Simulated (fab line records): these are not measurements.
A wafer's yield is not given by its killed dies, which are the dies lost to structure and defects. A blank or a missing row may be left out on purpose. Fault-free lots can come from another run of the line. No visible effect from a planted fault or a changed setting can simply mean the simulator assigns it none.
fab line records	flow nand-harc
record: lots: 7	wafers: 21	last-day: 34
route steps=1302 shown A_BLC@1132 A_M0@1137 END@1302
lots untouched by any fault: they come from a run of this same line in which no faults occurred
start-h: start of the lot's first displayed wafer, in hours after the record's first day	wait-h: hours from the lot's prior step to this one	" unchanged from the row above	L1.1+2: several wafers, shown together as one row	- no value, or no start given	* or withheld: withheld	< > ~ a bound
route shown NAME@n: a module of which the file shows steps, and the number in the route of the first	usual: the fault-free wafers' mean and standard deviation	same: alike in all rows	chamber/n: place in a boat	sites: per-site readings	_std_site: standard deviation of those values	_edge_site: inner sites' mean taken away from outer sites' mean	radius-mm: how far each site lies from the wafer's centre	mask NAME#n: copy n	behind: tool/chamber where the wafer was last shaped	hold: the reason the lot was held/the length of the hold in hours/how it ended	device: which transistor (n, p or np) failed to switch	end of line: the tests these same wafers got at the end of their route	a step with no rows: only its recipe	killed: the dies lost at the first sort to structure and to defects; this is not the yield of the wafer	map: a wafer's dies, marking killed ones x, the rest . and places with no die _
set.NAME: the setting the step ran with; set.NAME@STEP: the setting that earlier step ran with	model.NAME: the simulator's own value behind a step, which no gauge read
lots seen at some steps along the route; tables by step, rows by wafer
services: when a tool's chamber went out of use (start-h, in hours from the record's first day, below 0 if earlier), for how many hours, and the reason
== steps ==
step: NHARC_A_BLC_CVD_24
recipe: target-thk-a: 1500	temp-c: 300	pressure-torr: 40	wf6-flow-sccm: 40	h2-flow-sccm: 1600	ar-flow-sccm: 1560	time-s: 434	material: W
usual: heater-power-w: 471/32	throttle-valve-pct: 8.2/0.33
lot.wafer	tool	chamber	start-h	wait-h	heater-power-w	throttle-valve-pct
L256.1	cvd-w-02	0	-	-	498	7.7
L256.2	"	1	"	"	419	8.4
L256.4	"	1	"	"	421	8.4
L259.4	cvd-w-01	0	-	-	479	8.2
L259.5	"	0	"	"	489	8.0
L259.6	"	1	"	"	445	8.0
L271.1	cvd-w-01	0	-	-	483	8.7
L271.4	"	0	"	"	495	8.2
L271.6	"	1	"	"	462	8.2
L269.2	cvd-w-01	1	-	-	459	8.1
L269.1	"	0	"	"	474	8.6
L269.5	"	1	"	"	445	8.1
L273.2	cvd-w-01	0	-	-	475	8.5
L273.1	"	1	"	"	449	8.5
L273.3	"	1	"	"	465	8.2
L278.3	cvd-w-02	0	-	-	518	7.9
L278.4	"	1	"	"	430	8.7
L278.6	"	0	"	"	526	7.7
L277.1	cvd-w-01	1	-	-	440	7.8
L277.4	"	0	"	"	525	8.3
L277.6	"	0	"	"	519	8.2
step: NHARC_A_BLC_CMP_25
recipe: t-overpolish-s: 30	target-thk-nm: 150
usual: motor-current-A: 11.8/1.5	overpolish-run-s: 30.000/0.01	retaining-ring-pressure-frac: 1.001/0.0051	time-to-endpoint-s: 30.1/2.3
lot.wafer	tool	chamber	start-h	wait-h	motor-current-A	overpolish-run-s	retaining-ring-pressure-frac	time-to-endpoint-s
L256.4	cmp-01	2	545.27	0.3	8.7	29.994	0.997	30.9
L256.2	"	3	"	"	12.7	29.985	0.998	30.5
L256.1	"	0	"	"	11.1	29.988	1.000	29.6
L259.4	cmp-04	2	563.03	0.3	11.8	29.997	1.005	32.4
L259.5	"	2	"	"	11.9	29.996	1.002	31.3
L259.6	"	3	"	"	13.1	30.004	1.007	32.6
L271.1	cmp-01	1	686.76	0.5	9.7	30.017	0.992	32.0
L271.4	"	0	"	"	11.6	29.985	0.994	30.9
L271.6	"	2	"	"	8.6	29.998	1.001	33.5
L269.2	cmp-01	0	688.15	0.5	11.5	29.994	1.000	32.4
L269.1	"	2	"	"	9.1	30.007	1.001	30.3
L269.5	"	3	"	"	12.5	29.999	1.005	32.6
L273.2	cmp-01	3	720.57	0.5	12.8	30.016	1.001	28.7
L273.1	"	0	"	"	11.0	29.986	1.003	27.1
L273.3	"	1	"	"	9.6	30.000	1.008	29.1
L278.3	cmp-04	3	756.12	0.3	11.8	30.000	0.996	27.1
L278.4	"	1	"	"	11.5	30.009	1.005	21.5
L278.6	"	2	"	"	11.5	29.994	0.989	27.4
L277.1	cmp-04	3	764.12	0.4	13.0	29.992	0.995	26.9
L277.4	"	1	"	"	11.6	29.990	0.997	25.8
L277.6	"	2	"	"	11.1	30.002	0.997	26.0
step: NHARC_A_BLC_SRD_27
step: NHARC_A_BLC_INSPECT_28
usual: raw-defect-count: 556/150
lot.wafer	tool	chamber	start-h	wait-h	raw-defect-count
L256.1	defect-inspect-01	-	545.70	0.1	348
L256.2	"	-	"	"	359
L256.4	"	-	"	"	428
L259.4	defect-inspect-01	-	575.57	12.2	420
L259.5	"	-	"	"	580
L259.6	"	-	"	"	670
L271.1	defect-inspect-02	-	687.16	0.1	557
L271.4	"	-	"	"	428
L271.6	"	-	"	"	395
L269.1	defect-inspect-01	-	688.53	0.1	732
L269.2	"	-	"	"	536
L269.5	"	-	"	"	787
L273.1	defect-inspect-02	-	720.95	0.1	569
L273.2	"	-	"	"	430
L273.3	"	-	"	"	315
L278.3	defect-inspect-01	-	756.50	0.1	484
L278.4	"	-	"	"	469
L278.6	"	-	"	"	806
L277.1	defect-inspect-01	-	764.50	0.1	442
L277.4	"	-	"	"	397
L277.6	"	-	"	"	458
step: NHARC_A_M0_DEP_00
recipe: target-thk-a: 1500	target-thk-nm: 150	temp-c: withheld	pressure-torr: 5	flow-sccm: 200	rf-w: 600	material: SiOC
step: NHARC_A_M0_DEHYDRATE_01
recipe: temp-c: 150	time-s: 120
step: NHARC_A_M0_HMDS_02
recipe: time-s: 30
step: NHARC_A_M0_COAT_33
recipe: temp-c: 200	time-s: 65
step: NHARC_A_M0_COAT_03
recipe: spin-rpm: 1500	resist-thk-nm: 90
step: NHARC_A_M0_SOFTBAKE_04
recipe: temp-c: 105	time-s: 55
step: NHARC_A_M0_EBR_05
step: NHARC_A_M0_EXPOSE_06
recipe: na: 1.35	target-cd-nm: 80	dose-mj: 83.25	mask-id: A_M0
usual: exposure-dose-mJ-cm2: 83.4/0.37	focus-offset-nm: 0.0/0.52
lot.wafer	tool	chamber	start-h	wait-h	mask	exposure-dose-mJ-cm2	focus-offset-nm
L256.1	arfi-scanner-01	0	546.47	-	A_M0#0	84.0	0.0
L256.2	"	0	"	"	A_M0#0	84.0	0.1
L256.4	"	0	"	"	A_M0#0	84.0	0.3
L259.4	arfi-scanner-02	0	576.34	-	A_M0#0	83.2	0.2
L259.5	"	0	"	"	A_M0#0	83.3	0.6
L259.6	"	0	"	"	A_M0#0	83.3	0.2
L271.1	arfi-scanner-01	0	687.93	-	A_M0#0	87.3	-0.1
L271.4	"	0	"	"	A_M0#0	87.3	0.5
L271.6	"	0	"	"	A_M0#0	87.3	-0.3
L269.1	arfi-scanner-01	0	689.29	-	A_M0#0	86.7	0.4
L269.2	"	0	"	"	A_M0#0	86.5	-0.3
L269.5	"	0	"	"	A_M0#0	86.5	-0.6
L273.1	arfi-scanner-01	0	721.71	-	A_M0#0	86.1	-0.6
L273.2	"	0	"	"	A_M0#0	86.0	0.6
L273.3	"	0	"	"	A_M0#0	86.1	-0.7
L278.3	arfi-scanner-02	0	757.27	-	A_M0#0	83.4	0.0
L278.4	"	0	"	"	A_M0#0	83.4	-0.1
L278.6	"	0	"	"	A_M0#0	83.4	0.5
L277.1	arfi-scanner-03	0	765.26	-	A_M0#0	83.3	0.5
L277.4	"	0	"	"	A_M0#0	83.3	0.0
L277.6	"	0	"	"	A_M0#0	83.3	0.3
step: NHARC_A_M0_PEB_07
recipe: peb-temp-c: 100	peb-time-s: 65
step: NHARC_A_M0_DEVELOP_08
recipe: develop-time-s: 35	dev-temp-c: 23
step: NHARC_A_M0_CD_MEAS_09
recipe: target-cd-nm: 80	landing-energy-ev: 500
usual: cd-nm: 80.1/0.59
same: landing-energy-ev: 500
lot.wafer	tool	chamber	start-h	wait-h	cd-nm
L256.1	cd-sem-01	0	546.61	-	81.4
L256.2	"	0	"	"	81.4
L256.4	"	0	"	"	81.4
L259.4	cd-sem-03	0	576.48	-	80.3
L259.5	"	0	"	"	79.8
L259.6	"	0	"	"	80.5
L271.1	cd-sem-01	0	688.07	-	81.6
L271.4	"	0	"	"	81.8
L271.6	"	0	"	"	82.0
L269.1	cd-sem-03	0	689.43	-	81.0
L269.2	"	0	"	"	81.3
L269.5	"	0	"	"	81.8
L273.1	cd-sem-01	0	721.85	-	81.5
L273.2	"	0	"	"	81.4
L273.3	"	0	"	"	82.7
L278.3	cd-sem-01	0	757.41	-	79.9
L278.4	"	0	"	"	79.5
L278.6	"	0	"	"	80.3
L277.1	cd-sem-01	0	765.39	-	80.2
L277.4	"	0	"	"	80.4
L277.6	"	0	"	"	79.7
step: NHARC_A_M0_OVL_MEAS_10
recipe: pitch-nm: 160
usual: overlay-x-nm: 0.0/0.71	overlay-y-nm: 0.0/0.89
lot.wafer	tool	chamber	start-h	wait-h	overlay-x-nm	overlay-y-nm
L256.1	overlay-01	-	546.70	-	-1.3	-1.6
L256.2	"	-	"	"	-1.2	-1.5
L256.4	"	-	"	"	-1.2	-1.4
L259.4	overlay-02	-	576.56	-	0.2	0.0
L259.5	"	-	"	"	0.0	0.3
L259.6	"	-	"	"	0.2	0.4
L271.1	overlay-02	-	688.15	-	-0.5	-0.4
L271.4	"	-	"	"	-0.9	-0.4
L271.6	"	-	"	"	-0.5	0.0
L269.1	overlay-01	-	689.52	-	-0.1	0.1
L269.2	"	-	"	"	0.3	0.8
L269.5	"	-	"	"	0.4	0.4
L273.1	overlay-01	-	721.94	-	0.3	-1.2
L273.2	"	-	"	"	0.4	-1.6
L273.3	"	-	"	"	0.2	-1.1
L278.3	overlay-02	-	757.49	-	0.0	-1.1
L278.4	"	-	"	"	0.5	-1.3
L278.6	"	-	"	"	0.9	-0.8
L277.1	overlay-01	-	765.48	-	-0.3	-0.7
L277.4	"	-	"	"	0.2	-1.1
L277.6	"	-	"	"	0.2	-0.8
step: NHARC_A_M0_INSPECT_11
usual: raw-defect-count: 91/35
lot.wafer	tool	chamber	start-h	wait-h	raw-defect-count
L256.1	defect-inspect-01	-	546.73	0.0	54
L256.2	"	-	"	"	51
L256.4	"	-	"	"	67
L259.4	defect-inspect-01	-	576.60	0.0	128
L259.5	"	-	"	"	114
L259.6	"	-	"	"	130
L271.1	defect-inspect-02	-	688.19	0.0	64
L271.4	"	-	"	"	61
L271.6	"	-	"	"	64
L269.1	defect-inspect-01	-	689.56	0.0	89
L269.2	"	-	"	"	87
L269.5	"	-	"	"	75
L273.1	defect-inspect-01	-	721.98	0.0	69
L273.2	"	-	"	"	79
L273.3	"	-	"	"	67
L278.3	defect-inspect-01	-	757.53	0.0	89
L278.4	"	-	"	"	71
L278.6	"	-	"	"	66
L277.1	defect-inspect-01	-	765.52	0.0	65
L277.4	"	-	"	"	70
L277.6	"	-	"	"	70
step: NHARC_A_M0_DESCUM_14
recipe: time-s: 3	o2-flow-sccm: 200	ar-flow-sccm: 0	bias-power-w: 0	chemistry: O2
usual: drypump-motor-current-A: 5.8/0.48	oes-product-au: 0.998/0.01	rf-vpp-V: 57.7/0.9	showerhead-plenum-p-Torr: 1.90/0.073	throttle-valve-pct: 11.312/0.0081
lot.wafer	tool	chamber	start-h	wait-h	drypump-motor-current-A	oes-product-au	rf-hours-counter-h	rf-vpp-V	showerhead-plenum-p-Torr	throttle-valve-pct	model.A_M0.cd-nm
L256.4	rie-diel-02	3	546.80	0.1	6.2	1.013	8.1	57.8	1.81	11.328	80.9
L256.1	"	0	"	"	5.5	1.013	8.0	57.3	1.88	11.325	81.24
L256.2	"	2	"	"	6.1	1.034	8.0	57.4	1.84	11.306	80.69
L259.4	rie-diel-03	3	576.66	0.1	6.5	0.996	5.1	58.6	2.01	11.308	81.26
L259.5	"	2	"	"	6.5	0.993	-	58.5	1.90	11.298	79.93
L259.6	"	3	"	"	6.5	1.006	-	57.6	2.01	11.315	81.01
L271.1	rie-diel-02	3	688.25	0.1	6.2	0.990	5.6	57.4	1.81	11.304	81.41
L271.4	"	3	"	"	6.2	1.002	-	56.5	1.81	11.306	81.45
L271.6	"	1	"	"	5.2	0.997	-	58.5	1.96	11.311	81.92
L269.1	rie-diel-03	3	689.62	0.1	6.5	1.001	2.2	58.7	2.01	11.308	81.41
L269.2	"	1	"	"	5.6	1.008	2.5	57.9	1.84	11.310	81.77
L269.5	"	3	"	"	6.5	0.999	-	59.5	2.01	11.308	81.83
L273.1	rie-diel-02	1	722.04	0.1	5.2	0.994	7.6	57.5	1.96	11.304	81.35
L273.2	"	3	"	"	6.2	0.979	8.4	56.4	1.80	11.309	81.39
L273.3	"	0	"	"	5.5	0.993	8.2	57.7	1.88	11.320	82.19
L278.4	rie-diel-11	2	757.61	0.1	6.4	1.003	5.5	56.4	1.79	11.318	79.83
L278.3	"	3	"	"	5.7	0.992	4.7	57.9	1.86	11.312	80.2
L278.6	"	0	"	"	5.4	0.990	-	57.9	2.01	11.302	80.12
L277.4	rie-diel-02	2	765.59	0.1	6.0	1.011	0.6	56.1	1.84	11.321	80.6
L277.1	"	0	"	"	5.5	1.000	0.5	57.8	1.88	11.307	80
L277.6	"	2	"	"	6.0	1.009	-	57.7	1.84	11.330	79.87
step: NHARC_A_M0_ETCH_34
recipe: target-depth-a: 400	overetch-a: 120	time-s: 43.94	ion-energy-ev: 200	n2-flow-sccm: 150	h2-flow-sccm: 150	ar-flow-sccm: 0	rf-w: 400	bias-w: 150	chemistry: N2/H2
usual: drypump-motor-current-A: 5.8/0.47	oes-product-au: 0.997/0.0081	rf-vpp-V: 429.7/2.3	showerhead-plenum-p-Torr: 2.01/0.078	throttle-valve-pct: 14.172/0.0087
lot.wafer	tool	chamber	start-h	wait-h	drypump-motor-current-A	oes-product-au	rf-hours-counter-h	rf-vpp-V	showerhead-plenum-p-Torr	throttle-valve-pct
L256.4	rie-diel-02	1	546.88	0.1	5.2	0.994	8.0	431.5	2.09	14.173
L256.2	"	3	"	"	6.2	0.988	8.1	426.2	1.92	14.159
L256.1	"	0	"	"	5.5	0.997	8.0	429.0	2.00	14.179
L259.4	rie-diel-03	1	576.74	0.1	5.6	0.989	5.6	427.0	1.96	14.167
L259.5	"	0	"	"	5.3	0.988	-	434.2	2.11	14.165
L259.6	"	1	"	"	5.7	0.985	-	428.2	1.96	14.160
L271.1	rie-diel-02	3	688.36	0.1	6.2	0.997	5.6	426.9	1.92	14.176
L271.4	"	1	"	"	5.2	0.992	-	432.4	2.09	14.193
L271.6	"	0	"	"	5.5	1.000	-	428.9	2.00	14.163
L269.2	rie-diel-03	1	689.71	0.1	5.7	0.991	2.5	428.1	1.96	14.174
L269.1	"	2	"	"	6.5	1.009	2.3	430.4	2.02	14.173
L269.5	"	3	"	"	6.5	0.995	-	432.9	2.14	14.171
L273.3	rie-diel-02	1	722.14	0.1	5.2	0.984	7.6	432.3	2.09	14.171
L273.1	"	3	"	"	6.2	0.996	8.4	427.1	1.92	14.175
L273.2	"	0	"	"	5.5	0.997	8.2	430.3	2.00	14.168
L278.3	rie-diel-11	1	757.67	0.1	6.3	1.004	4.9	425.8	1.93	14.171
L278.4	"	3	"	"	5.7	0.991	4.7	428.9	1.98	14.173
L278.6	"	1	"	"	6.3	0.988	-	426.7	1.93	14.156
L277.1	rie-diel-02	3	765.67	0.1	6.2	0.998	0.5	428.6	1.92	14.169
L277.4	"	1	"	"	5.2	0.997	0.6	431.8	2.09	14.177
L277.6	"	3	"	"	6.2	0.997	-	426.1	1.92	14.170
step: NHARC_A_M0_ETCH_15
recipe: target-depth-a: 1500	overetch-a: 150	time-s: 82.5	c4f8-flow-sccm: withheld	ar-flow-sccm: 400	rf-w: 600	bias-w: 300	chemistry: C4F8/Ar
usual: oes-product-au: 0.953/0.02	rf-vpp-V: 439.9/2.3
lot.wafer	tool	chamber	start-h	wait-h	oes-product-au	rf-hours-counter-h	rf-vpp-V	model.A_M0.cd-nm
L256.1	rie-diel-02	3	-	-	0.964	8.2	438.3	81.14
L256.4	"	0	"	"	0.958	8.0	439.5	80.75
L256.2	"	1	"	"	0.984	8.0	442.2	80.83
L259.4	rie-diel-03	3	-	-	0.921	5.1	444.6	81.23
L259.5	"	3	"	"	0.925	-	444.0	80.04
L259.6	"	0	"	"	0.918	-	443.3	80.73
L271.1	rie-diel-02	0	-	-	0.946	5.4	440.2	81.4
L271.6	"	1	"	"	0.944	-	442.7	81.94
L271.4	"	3	"	"	0.961	-	436.7	81.56
L269.1	rie-diel-03	2	-	-	0.967	2.4	440.2	81.26
L269.2	"	3	"	"	0.962	2.2	443.2	81.91
L269.5	"	3	"	"	0.966	-	444.9	82.14
L273.2	rie-diel-02	3	-	-	0.956	8.4	437.2	81.31
L273.3	"	0	"	"	0.957	8.2	439.8	81.98
L273.1	"	1	"	"	0.957	7.7	440.8	81.39
L278.4	rie-diel-11	3	-	-	0.917	4.7	439.3	79.29
L278.3	"	0	"	"	0.915	4.0	444.9	79.72
L278.6	"	2	"	"	0.922	-	437.6	79.86
L277.4	rie-diel-02	3	-	-	0.983	0.6	436.6	80.47
L277.1	"	0	"	"	0.970	0.5	439.6	79.95
L277.6	"	1	"	"	0.953	-	442.6	79.9
step: NHARC_A_M0_CD_MEAS_16
usual: cd-nm: 80.1/0.74
lot.wafer	tool	chamber	start-h	wait-h	cd-nm
L256.1	cd-sem-03	-	547.10	-	81.5
L256.2	"	-	"	"	80.9
L256.4	"	-	"	"	80.6
L259.4	cd-sem-01	-	576.96	-	81.5
L259.5	"	-	"	"	80.1
L259.6	"	-	"	"	80.4
L271.1	cd-sem-02	-	688.60	-	81.5
L271.4	"	-	"	"	81.6
L271.6	"	-	"	"	81.7
L269.1	cd-sem-03	-	689.91	-	80.8
L269.2	"	-	"	"	82.0
L269.5	"	-	"	"	82.1
L273.1	cd-sem-01	-	722.38	-	81.1
L273.2	"	-	"	"	81.4
L273.3	"	-	"	"	81.8
L278.3	cd-sem-01	-	757.89	-	79.4
L278.4	"	-	"	"	79.2
L278.6	"	-	"	"	80.0
L277.1	cd-sem-02	-	765.88	-	79.7
L277.4	"	-	"	"	80.6
L277.6	"	-	"	"	80.1
step: NHARC_END_SORT_01
recipe: temp-c: 25
usual: defect-limited-yield: 90.7/3	killed-at-array: 58/20	killed-at-other: 0.9/1.4	killed-at-periphery: 4/3.1	killed-dies: 63/20	killed-open: 3.3/1.8	killed-short: 2.4/1.5
same: gross-dies: 677
lot.wafer	tool	chamber	start-h	wait-h	defect-limited-yield[%]	killed-at-array	killed-at-other	killed-at-periphery	killed-dies	killed-open	killed-short
L259.4	prober-01	0	616.33	3.4	86.3	84	1	8	93	1	2
L259.5	prober-01	0	617.13	3.7	86.6	85	0	6	91	5	2
killed by level:class
L259.4 A_CHANNEL_HOLE_D2:chamber-film-flake=37 A_CHANNEL_HOLE_D1:chamber-film-flake=35 P_GATE:chamber-film-flake=4 A_CHANNEL_FILL_D2:chamber-film-flake=4 P_STI:chamber-film-flake=3 A_CHANNEL_FILL_D1:chamber-film-flake=3 A_ONON_D1:geometric-particle:short=1 A_ONON_D2:geometric-particle:short=1
L259.5 A_CHANNEL_HOLE_D2:chamber-film-flake=38 A_CHANNEL_HOLE_D1:chamber-film-flake=28 P_GATE:chamber-film-flake=4 A_CHANNEL_FILL_D1:chamber-film-flake=4 A_CONTACT:chamber-film-flake=3 A_DECK1_JOINT:geometric-particle:open=2 P_STI:chamber-film-flake=2 A_DECK1_JOINT:chamber-film-flake=2
== services ==
tool	chamber	start-h	hours	kind
rie-diel-03	-	532.33	0.2	repair
cvd-w-01	-	547.00	13.0	pm
arfi-scanner-01	-	555.09	2.6	repair
rie-diel-02	-	570.70	9.0	pm
cmp-01	-	577.77	4.0	pm
rie-diel-02	1	581.32	17.0	repair
arfi-scanner-01	-	586.51	11.2	repair
rie-diel-03	1	590.27	41.7	repair
arfi-scanner-01	-	597.74	4.0	pm
cmp-04	-	601.16	4.0	pm
cmp-01	-	602.49	2.0	repair
rie-diel-11	3	605.15	3.1	repair
rie-diel-11	-	609.53	9.0	pm
rie-diel-02	2	630.46	98.1	repair
rie-diel-03	-	635.30	9.0	pm
rie-diel-11	2	641.67	10.2	repair
rie-diel-11	0	643.35	6.9	repair
cmp-01	-	675.77	4.0	pm
cvd-w-01	-	676.37	1.7	repair
cvd-w-01	-	695.34	2.8	repair
cvd-w-01	0	706.43	3.3	repair
cvd-w-01	-	728.00	13.0	pm
rie-diel-02	-	747.70	9.0	pm
cmp-01	-	759.25	1.2	repair
== key ==
first-sign: step: NHARC_A_M0_EXPOSE_06	reading: exposure-dose-mJ-cm2	direction: up	sigmas: 8.7	usual: 83.4	struck: 86.7
effect: step: NHARC_A_M0_CD_MEAS_09	reading: cd-nm	direction: up	sigmas: 2.7	usual: 80.1	struck: 81.7	through: control-loop
effect: step: NHARC_A_M0_CD_MEAS_16	reading: cd-nm	direction: up	sigmas: 1.9	usual: 80.1	struck: 81.6	through: control-loop
model-effect: step: NHARC_A_M0_DESCUM_14	value: A_M0.cd-nm	without: 79.59	struck: 81.64
model-effect: step: NHARC_A_M0_ETCH_15	value: A_M0.cd-nm	without: 79.6	struck: 81.65
met-at NHARC_A_M0_EXPOSE_06
struck-wafers L269.1,L269.2,L269.5,L271.1,L271.4,L271.6,L273.1,L273.2,L273.3
loop-trim: step: NHARC_A_M0_EXPOSE_06	setting: dose	lots: L269,L273
onset-between 546.47 687.93
fault: kind: process-parameter-drift	tool: arfi-scanner-01	chamber: -	onset-h: 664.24	steps: NHARC_A_M0_EXPOSE_06	channel: dose-mj	offset: 3.2599	shape: step	acts-in: these-recipes-only	stated: 83.25
loop-trim: a control loop set the setting to another value than it would have without faults
